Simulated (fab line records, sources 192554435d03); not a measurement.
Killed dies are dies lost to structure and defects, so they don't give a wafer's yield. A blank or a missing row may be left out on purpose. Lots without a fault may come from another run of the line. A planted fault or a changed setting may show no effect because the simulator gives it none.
fab line records | flow n5_finfet
record lots=9 wafers=27 last_day=19
route steps=1938 shown BEOL_M2@925 BEOL_M3@931 BEOL_M4@1111 PASSIVATION@1936
lots that met no fault: from a run of the same line without faults
start_h: hours from the record's first day to the start of the lot's first wafer shown | wait_h: hours since the lot's step before | " the same as in the row above | L1.1+2: a row that stands for several wafers | - no value, or no start given | * or withheld: withheld | < > ~ a bound
route shown NAME@n: a module of which the file shows steps, and the number in the route of the first | usual: mean/standard deviation of fault-free wafers | same: alike in all rows | chamber/n: place in a boat | sites: the reading at each site | _std_site: their standard deviation | _edge_site: outer sites' mean less inner sites' | radius_mm: how far each site lies from the wafer's centre | mask NAME#n: copy n | behind: the tool/chamber that last shaped the wafer | hold: why the lot was held/for how many hours/how that ended | device: the transistor (n, p or np) that didn't switch | end of line: the same wafers' tests at the end of the route | a step without rows: its recipe alone | killed: dies lost to structure and defects at the first sort, not the wafer's yield | map: a wafer's dies, x killed, . not, _ none there
set.NAME: the setting as run; set.NAME@STEP: as run at that earlier step | model.NAME: the simulator's own value behind a step, which no gauge read
steps of the route over a sample of lots; a table a step, a row a wafer
services: from which hour (start_h, from the record's first day; less than 0 if before it) a tool's chamber was out of use, for how many hours, and why
## steps
# step N5_BEOL_M2_PRE_CLEAN_60
# recipe gas=NH3/H2 time_s=15 temp_c=* rf_power_w=300
# usual heater_power_w=86/17 rf_fwd_power_W=297.0/0.91
# columns lot.wafer tool chamber start_h wait_h heater_power_w rf_fwd_power_W
L957.2 cvd_co-02 0 171.93 0.0 84 297.7
L957.4 " 0 " " 83 297.5
L957.5 " 1 " " 64 295.9
L962.1 cvd_co-02 2 194.16 0.0 79 298.0
L962.3 " 0 " " 87 295.9
L962.6 " 1 " " 65 297.6
L964.3 cvd_co-02 2 202.99 0.0 77 297.3
L964.5 " 2 " " 79 296.5
L964.6 " 0 " " 85 296.9
L965.2 cvd_co-01 1 205.53 0.0 121 295.4
L965.3 " 2 " " 112 297.4
L965.4 " 1 " " 113 295.9
L968.2 cvd_co-02 0 224.69 0.0 86 297.0
L968.5 " 1 " " 66 297.0
L968.6 " 0 " " 84 296.4
L969.4 cvd_co-02 2 231.76 0.1 77 296.2
L969.5 " 0 " " 84 297.9
L969.6 " 1 " " 66 298.2
L970.2 cvd_co-01 1 244.36 0.0 119 296.5
L970.3 " 2 " " 114 297.5
L970.4 " 0 " " 82 297.7
L972.3 cvd_co-01 2 252.20 0.0 112 297.1
L972.4 " 2 " " 113 297.0
L972.5 " 1 " " 115 296.1
L977.1 cvd_co-02 2 288.22 0.0 81 297.4
L977.4 " 1 " " 64 298.5
L977.5 " 0 " " 85 296.9
# step N5_BEOL_M2_INSPECT_59
# recipe inspect_instrument=darkfield mode=post_dep
# usual raw_defect_count=80/29
# columns lot.wafer tool chamber start_h wait_h raw_defect_count
L957.2 defect_inspect-01 - 172.18 0.0 111
L957.4 " - " " 106
L957.5 " - " " 131
L962.1 defect_inspect-01 - 194.42 0.0 77
L962.3 " - " " 67
L962.6 " - " " 75
L964.3 defect_inspect-01 - 203.24 0.0 102
L964.5 " - " " 69
L964.6 " - " " 44
L965.2 defect_inspect-01 - 205.81 0.0 143
L965.3 " - " " 159
L965.4 " - " " 101
L968.2 defect_inspect-01 - 224.94 0.0 70
L968.5 " - " " 73
L968.6 " - " " 83
L969.4 defect_inspect-02 - 231.99 0.0 74
L969.5 " - " " 72
L969.6 " - " " 86
L970.2 defect_inspect-02 - 244.61 0.0 83
L970.3 " - " " 131
L970.4 " - " " 114
L972.3 defect_inspect-02 - 252.45 0.0 48
L972.4 " - " " 79
L972.5 " - " " 67
L977.1 defect_inspect-02 - 288.47 0.0 142
L977.4 " - " " 46
L977.5 " - " " 135
# step N5_BEOL_M3_ILD_DEP_00
# recipe material=SiOC target_thk_a=790 temp_c=350 precursor=DEMS/O2 pressure_torr=5 rf_w=500 time_s=15.3
# usual heater_power_w=462/59 rf_fwd_power_W=493/3.2 showerhead_plenum_p_Torr=5.692/0.017 throttle_valve_pct=12.2/0.57
# columns lot.wafer tool chamber start_h wait_h heater_power_w rf_fwd_power_W showerhead_plenum_p_Torr throttle_valve_pct
L957.2 pecvd-02 2 172.22 0.0 446 492 5.678 11.6
L957.4 " 0 " " 445 497 5.673 12.2
L957.5 " 2 " " 442 492 5.685 11.7
L962.1 pecvd-02 2 194.46 0.0 403 496 5.687 11.6
L962.3 " 0 " " 529 496 5.658 12.5
L962.6 " 2 " " 426 494 5.676 11.7
L964.3 pecvd-02 2 203.30 0.1 465 494 5.691 11.8
L964.5 " 2 " " 470 496 5.685 11.7
L964.6 " 0 " " 531 494 5.678 12.5
L965.2 pecvd-04 0 205.85 0.0 432 496 5.691 11.8
L965.3 " 1 " " 455 491 5.711 12.1
L965.4 " 1 " " 452 491 5.713 12.2
L968.2 pecvd-02 1 224.98 0.0 481 488 5.691 12.7
L968.5 " 1 " " 464 489 5.687 13.0
L968.6 " 2 " " 397 497 5.684 11.6
L969.4 pecvd-02 2 232.04 0.1 449 490 5.671 12.0
L969.5 " 1 " " 407 490 5.682 12.9
L969.6 " 0 " " 465 494 5.681 12.7
L970.2 pecvd-02 2 244.64 0.0 456 490 5.671 11.7
L970.3 " 0 " " 477 498 5.666 12.3
L970.4 " 2 " " 459 493 5.681 11.8
L972.3 pecvd-01 1 252.49 0.0 499 496 5.685 12.2
L972.4 " 2 " " 498 493 5.726 10.8
L972.5 " 0 " " 585 496 5.691 12.7
L977.1 pecvd-04 2 288.51 0.0 389 492 5.703 11.5
L977.4 " 2 " " 397 493 5.680 11.5
L977.5 " 0 " " 422 495 5.673 12.3
# step N5_BEOL_M3_CD_MEAS_11
# recipe target_cd_nm=17.05 landing_energy_ev=500 detector=se_inlens polarity=opening
# usual cd_nm=17.06/0.23
# columns lot.wafer tool chamber start_h wait_h cd_nm
L957.2 cd_sem-01 0 172.82 - 16.88
L957.4 " 0 " " 17.30
L957.5 " 0 " " 17.19
L962.1 cd_sem-01 0 195.86 - 17.24
L962.3 " 0 " " 17.01
L962.6 " 0 " " 17.13
L964.3 cd_sem-03 0 205.34 - 16.88
L964.5 " 0 " " 16.70
L964.6 " 0 " " 17.30
L965.2 cd_sem-01 0 206.82 - 17.25
L965.3 " 0 " " 16.91
L965.4 " 0 " " 17.18
L968.2 cd_sem-03 0 227.02 - 17.01
L968.5 " 0 " " 17.32
L968.6 " 0 " " 17.50
L969.4 cd_sem-02 0 233.07 - 17.13
L969.5 " 0 " " 17.35
L969.6 " 0 " " 16.62
L970.2 cd_sem-02 0 247.35 - 17.32
L970.3 " 0 " " 17.32
L970.4 " 0 " " 17.32
L972.3 cd_sem-01 0 254.04 - 16.82
L972.4 " 0 " " 17.01
L972.5 " 0 " " 17.29
L977.1 cd_sem-03 0 292.74 - 17.18
L977.4 " 0 " " 17.15
L977.5 " 0 " " 17.39
# step N5_BEOL_M3_INSPECT_13
# recipe mode=adi inspect_instrument=brightfield
# usual raw_defect_count=441/110
# columns lot.wafer tool chamber start_h wait_h raw_defect_count
L957.2 defect_inspect-01 - 172.91 0.0 572
L957.4 " - " " 612
L957.5 " - " " 457
L962.1 defect_inspect-01 - 195.95 0.1 408
L962.3 " - " " 503
L962.6 " - " " 412
L964.3 defect_inspect-02 - 205.43 0.0 729
L964.5 " - " " 367
L964.6 " - " " 417
L965.2 defect_inspect-01 - 206.91 0.0 619
L965.3 " - " " 491
L965.4 " - " " 330
L968.2 defect_inspect-01 - 227.10 0.0 561
L968.5 " - " " 585
L968.6 " - " " 411
L969.4 defect_inspect-01 - 233.15 0.0 368
L969.5 " - " " 275
L969.6 " - " " 408
L970.2 defect_inspect-02 - 247.44 0.0 929
L970.3 " - " " 1190
L970.4 " - " " 839
L972.3 defect_inspect-02 - 254.13 0.0 400
L972.4 " - " " 605
L972.5 " - " " 478
L977.1 defect_inspect-02 - 292.84 0.1 463
L977.4 " - " " 328
L977.5 " - " " 490
# step N5_BEOL_M3_INSPECT_30
# recipe mode=adi inspect_instrument=brightfield
# usual raw_defect_count=441/110
# columns lot.wafer tool chamber start_h wait_h raw_defect_count
L957.2 defect_inspect-02 - 173.91 0.0 508
L957.4 " - " " 579
L957.5 " - " " 437
L962.1 defect_inspect-01 - 200.74 0.1 423
L962.3 " - " " 506
L962.6 " - " " 435
L964.3 defect_inspect-01 - 206.31 0.0 735
L964.5 " - " " 395
L964.6 " - " " 428
L965.2 defect_inspect-01 - 207.79 0.0 594
L965.3 " - " " 484
L965.4 " - " " 333
L968.2 defect_inspect-02 - 228.09 0.0 530
L968.5 " - " " 551
L968.6 " - " " 428
L969.4 defect_inspect-01 - 234.11 0.0 369
L969.5 " - " " 286
L969.6 " - " " 393
L970.2 defect_inspect-02 - 248.94 0.0 900
L970.3 " - " " 1182
L970.4 " - " " 865
L972.3 defect_inspect-01 - 255.24 0.0 422
L972.4 " - " " 661
L972.5 " - " " 471
L977.1 defect_inspect-01 - 293.94 0.1 501
L977.4 " - " " 330
L977.5 " - " " 536
# step N5_BEOL_M4_RC_MEAS_101
# usual DIBL_N=36.6/1.9 DIBL_P=36.7/2.2 IOFF_N=0.16/0.035 IOFF_P=0.22/0.038 ION_N=672/14 ION_P=462/8.3 SS_N=71.6/0.65 SS_P=73.5/0.72 VT_N=250/3.5 VT_P=-250/3.1
# columns lot.wafer tool chamber start_h wait_h DIBL_N[mV/V] DIBL_P[mV/V] IOFF_N[nA/um] IOFF_P[nA/um] ION_N[uA/um] ION_P[uA/um] SS_N[mV/dec] SS_P[mV/dec] VT_N[mV] VT_P[mV]
L957.2 prober-02 0 202.64 0.2 37.8 36.2 0.15 0.21 666 459 71.6 72.7 250 -249
L957.4 " 0 " " 42.0 40.1 0.27 0.27 682 458 73.9 74.7 245 -249
L957.5 " 0 " " 34.8 33.9 0.13 0.18 680 468 71.1 72.6 252 -251
L962.1 prober-02 0 226.45 0.0 35.9 36.8 0.17 0.24 691 476 71.0 73.7 249 -249
L962.3 " 0 " " 37.2 37.1 0.17 0.22 664 455 72.0 74.0 251 -249
L962.6 " 0 " " 36.9 37.2 0.16 0.23 670 462 72.5 74.4 252 -249
L964.3 prober-01 0 238.77 0.3 36.2 36.5 0.14 0.21 674 459 71.4 73.3 256 -252
L964.5 " 0 " " 36.9 37.1 0.16 0.23 673 467 71.7 74.2 251 -245
L964.6 " 0 " " 35.3 35.5 0.13 0.20 674 465 71.0 73.5 251 -250
L965.2 prober-02 0 249.28 0.2 36.3 36.6 0.15 0.21 678 468 71.1 73.3 252 -252
L965.3 " 0 " " 37.3 38.0 0.16 0.23 659 459 71.4 74.0 250 -248
L965.4 " 0 " " 36.5 37.6 0.16 0.22 681 463 71.4 73.7 247 -250
L968.2 prober-01 0 257.68 0.2 39.4 38.3 0.19 0.29 660 458 72.1 74.2 249 -245
L968.5 " 0 " " 37.4 34.6 0.15 0.22 660 462 71.8 73.2 252 -248
L968.6 " 0 " " 37.5 36.3 0.16 0.26 674 468 72.5 73.5 251 -248
L969.4 prober-01 0 272.38 0.5 35.5 35.2 0.13 0.18 650 451 71.8 73.1 252 -251
L969.5 " 0 " " 33.3 32.9 0.11 0.16 656 459 70.9 72.7 254 -254
L969.6 " 0 " " 35.3 34.6 0.14 0.18 665 452 71.5 73.1 253 -251
L970.2 prober-02 0 279.73 0.2 34.9 35.8 0.13 0.18 671 456 72.0 73.1 253 -253
L970.3 " 0 " " 36.9 37.6 0.18 0.22 673 454 72.6 73.7 250 -250
L970.4 " 0 " " 36.8 38.6 0.17 0.24 672 463 71.8 73.5 249 -248
L972.3 prober-01 0 291.31 0.3 38.8 40.6 0.21 0.29 670 462 72.3 74.8 247 -244
L972.4 " 0 " " 35.6 36.4 0.15 0.21 656 456 71.5 72.8 253 -249
L972.5 " 0 " " 38.5 40.4 0.21 0.30 670 467 72.9 74.9 245 -247
L977.1 prober-02 0 326.31 0.0 38.1 37.1 0.19 0.25 669 458 71.4 73.8 249 -248
L977.4 " 0 " " 35.2 34.2 0.14 0.19 680 466 71.2 72.6 251 -250
L977.5 " 0 " " 35.7 34.4 0.14 0.21 678 474 71.6 73.6 249 -248
# step N5_PASSIVATION_PROBE_49
# usual defect_limited_yield=91.6/1.4 killed_at_M0_to_M3=35/10 killed_at_M4_up=13/4.8 killed_at_contacts=12/7.2 killed_at_front_end=36/12 killed_at_other=4/3.1 killed_dies=100/17 killed_open=66/13 killed_short=32/7.3 sort_bin_4_leakage=0.00/0.0099 sort_bin_5_function=5.0/0.94 sort_bin_6_memory=3.1/0.67 sort_n_pass=1080/17 sort_yield_pct=91.6/1.4
# same gross_dies=1180 killed_at_back_side=0 sort_bin_8_speed[%]=0
# columns lot.wafer tool chamber start_h wait_h defect_limited_yield[%] killed_at_M0_to_M3 killed_at_M4_up killed_at_contacts killed_at_front_end killed_at_other killed_dies killed_open killed_short sort_bin_4_leakage[%] sort_bin_5_function[%] sort_bin_6_memory[%] sort_n_pass sort_yield_pct[%]
L962.1 prober-02 - 342.21 0.0 92.6 19 13 6 39 10 87 55 30 0 4.6 2.4 1093 92.6
L962.3 prober-02 - 342.31 0.1 89.7 45 9 6 55 6 121 82 34 0 5.9 3.8 1059 89.7
L962.6 prober-02 - 342.46 0.3 91.9 40 9 5 39 2 95 62 33 0 4.9 3.1 1085 91.9
L964.3 prober-02 - 371.47 0.1 91.0 27 16 12 50 1 106 78 26 0 4.9 3.6 1074 91.0
L964.5 prober-02 - 371.57 0.2 89.7 34 20 10 52 6 122 88 32 0 5.6 4.4 1058 89.7
L964.6 prober-02 - 371.62 0.3 90.9 23 20 6 56 2 107 78 28 0 4.2 4.7 1073 90.9
L965.2 prober-02 - 375.75 0.1 94.4 28 10 10 17 1 66 48 18 0 2.8 2.7 1114 94.4
L965.3 prober-02 - 375.80 0.1 96.0 18 4 9 13 3 47 35 12 0 2.5 1.4 1133 96.0
L965.4 prober-02 - 375.85 0.2 93.3 32 11 15 21 0 79 58 21 0 3.6 2.7 1101 93.3
L969.4 prober-01 - 389.16 0.2 92.3 26 11 15 32 7 91 55 36 0 4.1 3.0 1089 92.3
L969.5 prober-01 - 389.21 0.2 91.3 47 18 7 24 7 103 68 33 0 5.4 3.0 1077 91.3
L969.6 prober-01 - 389.26 0.3 91.7 30 15 7 41 5 98 66 32 0 5.5 2.6 1082 91.7
L970.2 prober-02 - 407.22 0.1 84.2 132 16 12 23 4 187 53 24 0 9.6 4.2 993 84.2
L970.3 prober-02 - 407.27 0.1 83.6 145 18 15 14 2 194 56 23 0 10.0 4.4 986 83.6
L970.4 prober-02 - 407.32 0.2 84.2 127 20 10 27 3 187 58 29 0 9.9 4.7 993 84.2
L972.3 prober-01 - 412.19 0.1 93.0 18 10 12 39 4 83 58 25 0 4.7 2.3 1097 93.0
L972.4 prober-01 - 412.24 0.2 92.0 33 7 16 35 3 94 56 38 0 5.1 2.8 1086 92.0
L972.5 prober-01 - 412.29 0.2 94.0 38 8 5 20 0 71 41 30 0 3.3 2.5 1109 94.0
L977.1 prober-02 - 443.70 0.0 91.6 27 12 11 46 3 99 66 33 0 5.8 2.5 1081 91.6
L977.4 prober-02 - 443.85 0.2 87.4 38 26 17 63 5 149 95 54 0 7.2 5.0 1031 87.4
L977.5 prober-02 - 443.90 0.2 89.7 46 18 8 46 4 122 84 35 0 6.5 3.6 1058 89.7
# killed by level:class
L962.1 STI_FIN_REVEAL:geometric_particle:open=11 GATE_CUT:geometric_particle:short=9 BEOL_M2:geometric_particle:open=5 FIN_SAQP:geometric_particle:short=4 FIN_SAQP:geometric_particle:open=4 BEOL_M0_SAQP:geometric_particle:open=4 MOL_CONTACT_COAG:geometric_particle:open=4 BEOL_M3:geometric_particle:open=4
L962.3 STI_FIN_REVEAL:geometric_particle:open=22 BEOL_M2:geometric_particle:open=11 BEOL_M0_SAQP:geometric_particle:short=10 BEOL_M1:geometric_particle:open=8 GATE_CUT:geometric_particle:short=7 MOL_CONTACT_COAG:geometric_particle:open=6 FIN_SAQP:geometric_particle:short=5 DUMMY_GATE:geometric_particle:open=5
L962.6 BEOL_M3:geometric_particle:open=10 GATE_CUT:geometric_particle:short=8 DUMMY_GATE:geometric_particle:open=7 BEOL_M0_SAQP:geometric_particle:short=7 BEOL_M0:geometric_particle:open=6 GATE_CUT:geometric_particle:open=5 BEOL_M2:geometric_particle:open=5 STI_FIN_REVEAL:geometric_particle:open=4
L964.3 STI_FIN_REVEAL:geometric_particle:open=17 MOL_CONTACT_COAG:geometric_particle:open=10 BEOL_M2:geometric_particle:open=7 BEOL_M4:geometric_particle:open=7 FIN_SAQP:geometric_particle:short=6 FIN_SAQP:geometric_particle:open=6 DUMMY_GATE:geometric_particle:open=4 BEOL_M0:geometric_particle:open=4
L964.5 STI_FIN_REVEAL:geometric_particle:open=13 BEOL_M4:geometric_particle:open=12 DUMMY_GATE:geometric_particle:open=11 MOL_CONTACT_COAG:geometric_particle:open=9 BEOL_M1:geometric_particle:open=9 FIN_SAQP:geometric_particle:short=7 BEOL_M2:geometric_particle:short=6 FIN_SAQP:geometric_particle:open=5
L964.6 STI_FIN_REVEAL:geometric_particle:open=20 BEOL_M4:geometric_particle:open=14 BEOL_M2:geometric_particle:open=8 FIN_SAQP:geometric_particle:short=7 ILD0:geometric_particle:open=5 BEOL_M0_SAQP:geometric_particle:open=5 FIN_SAQP:geometric_particle:open=4 STI_FIN_REVEAL:geometric_particle:short=4
L965.2 MOL_CONTACT_COAG:geometric_particle:open=8 BEOL_M1:geometric_particle:open=8 BEOL_M3:geometric_particle:open=8 STI_FIN_REVEAL:geometric_particle:open=5 BEOL_M2:geometric_particle:open=4 ILD0:geometric_particle:short=3 BEOL_M0_SAQP:geometric_particle:short=3 BEOL_M4:geometric_particle:open=3
L965.3 MOL_CONTACT_COAG:geometric_particle:open=6 BEOL_M1:geometric_particle:open=6 BEOL_M0_SAQP:geometric_particle:open=4 BEOL_M2:geometric_particle:open=4 SPACER0:geometric_particle:open=3 MOL_CONTACT_COAG:geometric_particle:short=3 FIN_SAQP:geometric_particle:open=2 FIN_SAQP:geometric_particle:short=2
L965.4 MOL_CONTACT_COAG:geometric_particle:open=13 BEOL_M2:geometric_particle:open=8 BEOL_M0:geometric_particle:open=5 BEOL_M1:geometric_particle:open=5 FIN_SAQP:geometric_particle:short=4 DUMMY_GATE:geometric_particle:open=4 BEOL_M0_SAQP:geometric_particle:open=4 BEOL_M1:geometric_particle:short=4
L969.4 MOL_CONTACT_COAG:geometric_particle:open=12 BEOL_M0_SAQP:geometric_particle:short=9 FIN_SAQP:geometric_particle:short=7 GATE_CUT:geometric_particle:open=7 BEOL_M1:geometric_particle:open=6 FIN_SAQP:geometric_particle:open=4 BEOL_M0_SAQP:geometric_particle:open=4 STI_FIN_REVEAL:geometric_particle:open=3
L969.5 BEOL_M0_SAQP:geometric_particle:open=14 BEOL_M0_SAQP:geometric_particle:short=10 FIN_SAQP:geometric_particle:short=8 BEOL_M1:geometric_particle:open=8 MOL_CONTACT_COAG:geometric_particle:open=6 STI_FIN_REVEAL:geometric_particle:open=5 BEOL_M2:geometric_particle:open=5 BEOL_M7:geometric_particle:open=5
L969.6 FIN_SAQP:geometric_particle:open=10 BEOL_M0:geometric_particle:open=8 BEOL_M1:geometric_particle:open=7 MOL_CONTACT_COAG:geometric_particle:open=6 FIN_SAQP:geometric_particle:short=5 GATE_CUT:geometric_particle:open=5 STI_FIN_REVEAL:geometric_particle:open=4 DUMMY_GATE:geometric_particle:open=4
L970.2 BEOL_M3:unspecified=110 MOL_CONTACT_COAG:geometric_particle:open=9 BEOL_M0_SAQP:geometric_particle:short=8 BEOL_M1:geometric_particle:open=6 BEOL_M4:geometric_particle:open=6 BEOL_M0_SAQP:geometric_particle:open=4 FIN_SAQP:geometric_particle:open=3 FIN_CUT:geometric_particle:open=3
L970.3 BEOL_M3:unspecified=115 MOL_CONTACT_COAG:geometric_particle:open=15 BEOL_M4:geometric_particle:open=11 BEOL_M0_SAQP:geometric_particle:short=7 BEOL_M0_SAQP:geometric_particle:open=6 BEOL_M0:geometric_particle:open=5 BEOL_M2:geometric_particle:open=5 FIN_SAQP:geometric_particle:open=4
L970.4 BEOL_M3:unspecified=100 BEOL_M4:geometric_particle:open=14 MOL_CONTACT_COAG:geometric_particle:open=9 BEOL_M0_SAQP:geometric_particle:open=7 BEOL_M1:geometric_particle:open=6 FIN_SAQP:geometric_particle:short=5 BEOL_M2:geometric_particle:open=5 BEOL_M0_SAQP:geometric_particle:short=4
L972.3 STI_FIN_REVEAL:geometric_particle:open=13 MOL_CONTACT_COAG:geometric_particle:open=8 BEOL_M0_SAQP:geometric_particle:short=5 BEOL_M3:geometric_particle:open=5 GATE_CUT:geometric_particle:short=4 MOL_CONTACT_COAG:geometric_particle:short=4 BEOL_M0_SAQP:geometric_particle:open=4 STI_FIN_REVEAL:geometric_particle:short=3
L972.4 STI_FIN_REVEAL:geometric_particle:open=13 MOL_CONTACT_COAG:geometric_particle:open=12 FIN_SAQP:geometric_particle:short=10 BEOL_M0_SAQP:geometric_particle:short=7 BEOL_M0_SAQP:geometric_particle:open=7 BEOL_M1:geometric_particle:open=5 BEOL_M3:geometric_particle:open=5 GATE_CUT:geometric_particle:short=4
L972.5 BEOL_M0_SAQP:geometric_particle:open=18 BEOL_M0_SAQP:geometric_particle:short=11 FIN_SAQP:geometric_particle:short=5 BEOL_M4:geometric_particle:open=5 STARTING-WAFER:geometric_particle:short=4 BEOL_M2:geometric_particle:open=4 DUMMY_GATE:geometric_particle:open=3 MOL_CONTACT_COAG:geometric_particle:short=3
L977.1 FIN_SAQP:geometric_particle:short=14 MOL_CONTACT_COAG:geometric_particle:open=11 FIN_SAQP:geometric_particle:open=7 GATE_CUT:geometric_particle:short=7 STI_FIN_REVEAL:geometric_particle:open=6 BEOL_M0_SAQP:geometric_particle:open=6 BEOL_M1:geometric_particle:open=6 BEOL_M2:geometric_particle:open=6
L977.4 BEOL_M4:geometric_particle:open=16 MOL_CONTACT_COAG:geometric_particle:open=13 STI_FIN_REVEAL:geometric_particle:open=12 BEOL_M0_SAQP:geometric_particle:short=11 FIN_SAQP:geometric_particle:short=10 FIN_SAQP:geometric_particle:open=8 BEOL_M2:geometric_particle:open=7 STI_FIN_REVEAL:geometric_particle:short=6
L977.5 BEOL_M1:geometric_particle:open=17 BEOL_M4:geometric_particle:open=9 FIN_SAQP:geometric_particle:short=7 BEOL_M0_SAQP:geometric_particle:open=7 BEOL_M3:geometric_particle:open=7 BEOL_M1:geometric_particle:short=7 FIN_SAQP:geometric_particle:open=5 STI_FIN_REVEAL:geometric_particle:open=5
## services
# columns tool chamber start_h hours kind
pecvd-01 1 161.82 2.1 scheduled_down
cvd_co-01 - 172.67 4.3 pm
pecvd-02 - 173.23 2.2 repair
pecvd-04 0 196.07 5.5 scheduled_down
pecvd-01 - 200.24 6.0 pm
pecvd-02 1 202.50 1.8 repair
pecvd-04 0 207.47 14.5 repair
cvd_co-02 - 214.02 0.4 repair
pecvd-04 2 215.50 5.5 scheduled_down
pecvd-02 2 219.65 2.1 scheduled_down
pecvd-01 0 226.63 2.1 scheduled_down
pecvd-02 - 240.29 0.7 repair
pecvd-02 2 245.18 15.3 repair
cvd_co-01 2 254.90 3.5 repair
cvd_co-02 - 255.23 0.4 repair
pecvd-02 2 276.32 5.5 scheduled_down
## key
first_sign step=N5_BEOL_M3_INSPECT_13 reading=raw_defect_count direction=up sigmas=5 usual=441 struck=986
effect step=N5_BEOL_M3_INSPECT_30 reading=raw_defect_count direction=up sigmas=5 usual=441 struck=982
effect step=N5_PASSIVATION_PROBE_49 reading=killed_at_M0_to_M3 direction=up sigmas=9.5 usual=35 struck=135
more_kills_born_at N5_BEOL_M3_ILD_DEP_00@pecvd-02=325
met_at N5_BEOL_M3_ILD_DEP_00
struck_lots L970
not_acting_at N5_BEOL_M2_PRE_CLEAN_60,N5_BEOL_M2_INSPECT_59,N5_BEOL_M3_CD_MEAS_11
onset_between 232.04 244.64
fault kind=chamber_particle_source tool=pecvd-02 chamber=- onset_h=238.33 steps=N5_BEOL_M3_ILD_DEP_00 rate_per_visit_cm2=0.53414 end_h=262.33
